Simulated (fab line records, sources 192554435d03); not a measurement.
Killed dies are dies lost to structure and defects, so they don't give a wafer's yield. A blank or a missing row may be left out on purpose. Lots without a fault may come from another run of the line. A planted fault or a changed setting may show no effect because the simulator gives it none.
Chamber matching | flow n5_finfet | N5_BEOL_M12_ILD_DEP_00 on pecvd-03: 3 sister chambers
The step deposits SiOC from DEMS/O2, target thk 658.92 nm, time 130.7 s. 30 wafers are shown with their chamber, then 12 later ones without.

WAFERS WITH THEIR CHAMBER
wafer  | chamber | throttle_valve_pct (%) | heater_power_w (W) | showerhead_plenum_p_Torr (Torr)
L075.1 | 2       | 11.1                   | 450                | 5.690
L075.3 | 0       | 13.6                   | 494                | 5.701
L075.6 | 0       | 13.6                   | 535                | 5.699
L074.1 | 1       | 13.2                   | 421                | 5.688
L074.3 | 2       | 11.2                   | 431                | 5.712
L074.5 | 1       | 13.3                   | 446                | 5.696
L080.1 | 1       | 13.3                   | 431                | 5.690
L080.3 | 0       | 13.6                   | 545                | 5.706
L080.4 | 2       | 11.1                   | 374                | 5.697
L085.2 | 1       | 13.0                   | 448                | 5.682
L085.4 | 1       | 13.1                   | 451                | 5.690
L085.6 | 2       | 11.4                   | 452                | 5.695
L083.1 | 1       | 13.3                   | 397                | 5.685
L083.2 | 0       | 13.6                   | 576                | 5.701
L083.5 | 0       | 13.5                   | 467                | 5.711
L084.2 | 1       | 13.0                   | 432                | 5.689
L084.4 | 1       | 13.3                   | 444                | 5.701
L084.5 | 0       | 13.4                   | 574                | 5.691
L086.2 | 1       | 12.9                   | 467                | 5.690
L086.4 | 1       | 13.3                   | 372                | 5.703
L086.5 | 0       | 13.6                   | 589                | 5.705
L090.1 | 1       | 13.2                   | 446                | 5.696
L090.4 | 1       | 12.9                   | 464                | 5.695
L090.6 | 2       | 11.3                   | 442                | 5.708
L088.1 | 1       | 12.9                   | 395                | 5.691
L088.2 | 0       | 13.5                   | 564                | 5.694
L088.5 | 0       | 13.4                   | 581                | 5.698
L091.1 | 1       | 13.2                   | 470                | 5.700
L091.2 | 2       | 11.5                   | 465                | 5.719
L091.4 | 2       | 11.4                   | 386                | 5.685

SIGNATURES (means of the wafers above)
reading                  | chamber 0 | chamber 1 | chamber 2 | scatter within a chamber
throttle_valve_pct       | 13.533    | 13.136    | 11.286    | 0.144
heater_power_w           | 547.22    | 434.57    | 428.57    | 34.7
showerhead_plenum_p_Torr | 5.70067   | 5.69257   | 5.70086   | 0.00797
Rule: a wafer's distance from a chamber is the root of the sum, over the readings, of the square of ((its reading less the chamber's mean) divided by the reading's scatter). The wafer belongs to the nearest chamber; if the next one is less than 2 further off, it can't be placed. The scatter: the root of (the sum of the squares of (reading less its chamber's mean) over the shown wafers, divided by (wafers less chambers)).

WAFERS WITHOUT THEIR CHAMBER
wafer  | throttle_valve_pct (%) | heater_power_w (W) | showerhead_plenum_p_Torr (Torr)
L095.1 | 13.4                   | 380                | 5.689
L095.3 | 11.5                   | 467                | 5.695
L095.4 | 13.1                   | 397                | 5.700
L096.1 | 11.5                   | 403                | 5.706
L096.3 | 12.7                   | 456                | 5.689
L096.4 | 11.6                   | 437                | 5.709
L097.1 | 13.5                   | 544                | 5.703
L097.2 | 13.1                   | 431                | 5.677
L097.3 | 11.7                   | 398                | 5.710
L097.4 | 11.4                   | 421                | 5.706
L097.5 | 13.2                   | 456                | 5.690
L097.6 | 13.6                   | 551                | 5.696

WHICH CHAMBER EACH WENT THROUGH
wafer  | from the rows above | in truth
L095.1 | 1                   | 1
L095.3 | 2                   | 2
L095.4 | 1                   | 1
L096.1 | 2                   | 2
L096.3 | 1                   | 1
L096.4 | 2                   | 2
L097.1 | 0                   | 0
L097.2 | 1                   | 1
L097.3 | 2                   | 2
L097.4 | 2                   | 2
L097.5 | 1                   | 1
L097.6 | 0                   | 0
Placed correctly: 12 of 12. Can't be placed from these rows: 0. Placed wrongly: 0.
